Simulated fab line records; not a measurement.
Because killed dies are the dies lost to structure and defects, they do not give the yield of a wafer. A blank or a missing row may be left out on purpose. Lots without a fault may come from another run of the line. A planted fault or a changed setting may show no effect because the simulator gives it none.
Which of the tools did it? ; flow nand-harc ; 15 lots with 44 wafers sampled at 6 steps, on a route of 1302 steps

== WHAT THE GAUGES SHOWED, per wafer ==
NHARC_A_ONON_D1_THK_MEAS_18: measures by ellipsometry. Usual: thk-nm reads 1000 nm (standard deviation 8.1).
lot;measured;on;thk-nm (nm);flag
L359;day 8 10:11;film-metro-01;1006 1006 1006;
L358;day 8 10:11;film-metro-02;1001 1000 999;
L361;day 9 23:21;film-metro-01;1010 1009 1009;
L364;day 10 12:14;film-metro-01;989 991 992;
L363;day 10 12:14;film-metro-02;995 997 997;
L366;day 11 17:36;film-metro-01;1008 1009 1006;
L367;day 12 05:41;film-metro-02;1014 1015 1014;
L370;day 12 21:40;film-metro-01;992 992;
L375;day 15 15:01;film-metro-02;980 984 983;
L376;day 15 15:01;film-metro-01;1010 1012 1012;
L377;day 15 21:46;film-metro-01;1003 1001 1004;
L379;day 16 20:02;film-metro-01;1006 1007 1007;
L378;day 16 20:02;film-metro-01;986 986 984;
L380;day 17 09:08;film-metro-01;994 995 994;
L381;day 17 13:31;film-metro-01;993 992 991;

NHARC_A_ONON_D1_THK_MEAS_21: measures by ellipsometry. Usual: thk-nm reads 996 nm (standard deviation 14).
lot;measured;on;thk-nm (nm);flag
L359;day 8 10:45;film-metro-01;997 996 997;
L358;day 8 10:45;film-metro-02;1006 1006 1006;
L361;day 9 23:55;film-metro-02;998 998 999;
L364;day 10 12:48;film-metro-02;990 989 990;
L363;day 10 12:49;film-metro-01;992 990 991;
L366;day 11 18:10;film-metro-01;970 969 971;
L367;day 12 06:14;film-metro-01;1005 1003 1003;
L370;day 12 22:14;film-metro-02;1008 1006;
L375;day 15 15:34;film-metro-01;972 971 974;
L376;day 15 15:35;film-metro-02;1003 1001 1002;
L377;day 15 22:20;film-metro-02;981 983 982;
L379;day 16 20:36;film-metro-01;996 995 996;
L378;day 16 20:36;film-metro-01;998 999 997;
L380;day 17 09:44;film-metro-02;1021 1022 1023;
L381;day 17 14:05;film-metro-02;1021 1020 1021;

NHARC_A_ONON_D1_THK_MEAS_30: measures by ellipsometry. Usual: thk-nm reads 1001 nm (standard deviation 7.5).
lot;measured;on;thk-nm (nm);flag
L359;day 8 12:26;film-metro-01;1005 1003 1002;
L358;day 8 12:27;film-metro-02;1000 1000 999;
L361;day 10 01:36;film-metro-01;1006 1006 1005;
L364;day 10 14:29;film-metro-02;1007 1005 1006;
L363;day 10 14:31;film-metro-01;1012 1013 1013;
L366;day 11 19:52;film-metro-01;993 990 1502;OFF
L367;day 12 07:56;film-metro-01;995 1502 995;OFF
L370;day 12 23:56;film-metro-02;1517 1517;OFF
L375;day 15 17:16;film-metro-02;999 997 1000;
L376;day 15 17:19;film-metro-02;991 992 991;
L377;day 16 00:02;film-metro-02;999 996 997;
L379;day 16 22:26;film-metro-01;1003 1003 1003;
L378;day 16 22:17;film-metro-01;994 993 990;
L380;day 17 11:26;film-metro-01;1011 1011 1011;
L381;day 17 15:48;film-metro-02;1006 1007 1008;

NHARC_A_ONON_D1_INSPECT_32. Usual: raw-defect-count reads 75 (standard deviation 25).
lot;measured;on;raw-defect-count;flag
L359;day 8 12:59;defect-inspect-02;68 58 49;
L358;day 8 12:59;defect-inspect-01;37 38 56;
L361;day 10 02:10;defect-inspect-02;116 75 54;
L364;day 10 15:10;defect-inspect-01;82 62 75;
L363;day 10 15:27;defect-inspect-01;115 116 85;
L366;day 11 20:25;defect-inspect-02;64 41 60;
L367;day 12 08:28;defect-inspect-02;72 84 106;
L370;day 13 00:28;defect-inspect-01;71 47;
L375;day 15 17:50;defect-inspect-02;59 64 90;
L376;day 15 17:52;defect-inspect-01;74 69 39;
L377;day 16 00:34;defect-inspect-01;143 51 66;
L379;day 16 23:06;defect-inspect-02;123 77 70;
L378;day 16 22:49;defect-inspect-02;54 79 99;
L380;day 17 11:59;defect-inspect-02;98 48 80;
L381;day 17 16:21;defect-inspect-01;56 35 44;

NHARC_END_SORT_01. Usual: killed-at-array 59, standard deviation 21; killed-at-other 1.0, standard deviation 1.1; killed-at-periphery 4.0, standard deviation 2.6; killed-dies 64, standard deviation 21; killed-open 3.2, standard deviation 1.7; killed-short 2.5, standard deviation 1.5.
lot;measured;on;killed-at-array;killed-at-other;killed-at-periphery;killed-dies;killed-open;killed-short;flag
L366;day 28 05:12;prober-01;66 51 671;2 5 3;4 3 3;72 59 677;2 4 3;2 3 2;OFF
L367;day 28 15:20;prober-02;51 672 47;2 1 1;8 4 13;61 677 61;5 0 5;1 4 1;OFF
L370;day 29 02:13;prober-02;673 673;2 1;2 3;677 677;1 2;2 1;OFF
L376;day 32 08:13;prober-01;59 59 57;1 1 0;5 6 3;65 66 60;6 4 5;2 1 6;

== WHAT TOOL EACH LOT RAN ON (gives the tool, then ch and the chambers of the sampled wafers, and finally the start) ==
lot;NHARC_A_ONON_D1_DEP_28
L359;pecvd-onon-03 ch 0, day 8 11:59
L358;pecvd-onon-02 ch 0, day 8 12:00
L361;pecvd-onon-03 ch 0, day 10 01:05
L364;pecvd-onon-02 ch 0, day 10 14:06
L363;pecvd-onon-04 ch 0, day 10 14:04
L366;pecvd-onon-02 ch 0, day 11 19:21
L367;pecvd-onon-02 ch 0, day 12 07:25
L370;pecvd-onon-02 ch 0, day 12 23:29
L375;pecvd-onon-04 ch 0, day 15 16:46
L376;pecvd-onon-03 ch 0, day 15 16:48
L377;pecvd-onon-02 ch 0, day 15 23:32
L379;pecvd-onon-04 ch 0, day 16 21:56
L378;pecvd-onon-03 ch 0, day 16 21:47
L380;pecvd-onon-02 ch 0, day 17 10:55
L381;pecvd-onon-03 ch 0, day 17 15:17
- NHARC_A_ONON_D1_DEP_28: target thk 1000 nm.

== AS READ BY THE TOOLS THEMSELVES (means over the sampled wafers that have a number; for cases with no such wafer, the mark the record gives instead) ==
The record holds no such reading with a usual standard deviation.

== THE ANSWER, worked out from the rows above alone ==
Rule: a lot counts as off when the mean over its wafers that have a number is more than 3 standard deviations away from the usual mean. A lot without any number at a reading at which 4 lots or more have one is off too. Any other lot the step has rows for is counted as sound. After the gauges, taken in route order, come the tools' own readings; for these a lot's mean is taken, as printed above. At the first step where some lot is off, the reading lying furthest off is the one used; lots without a number count as furthest.
Off: L366, L367, L370, at NHARC_A_ONON_D1_THK_MEAS_30 (thk-nm).
A tool fits if, at a process step before that reading, it ran every lot that is off, and no sound lot after the first of them. The gauges at NHARC_A_ONON_D1_THK_MEAS_30 aren't tried: what is off there is off at NHARC_END_SORT_01 too, on other tools, and a gauge's error can't cause that. None of those tried fits.

== WHAT HAD BEEN PUT IN BY THE SIMULATOR ==
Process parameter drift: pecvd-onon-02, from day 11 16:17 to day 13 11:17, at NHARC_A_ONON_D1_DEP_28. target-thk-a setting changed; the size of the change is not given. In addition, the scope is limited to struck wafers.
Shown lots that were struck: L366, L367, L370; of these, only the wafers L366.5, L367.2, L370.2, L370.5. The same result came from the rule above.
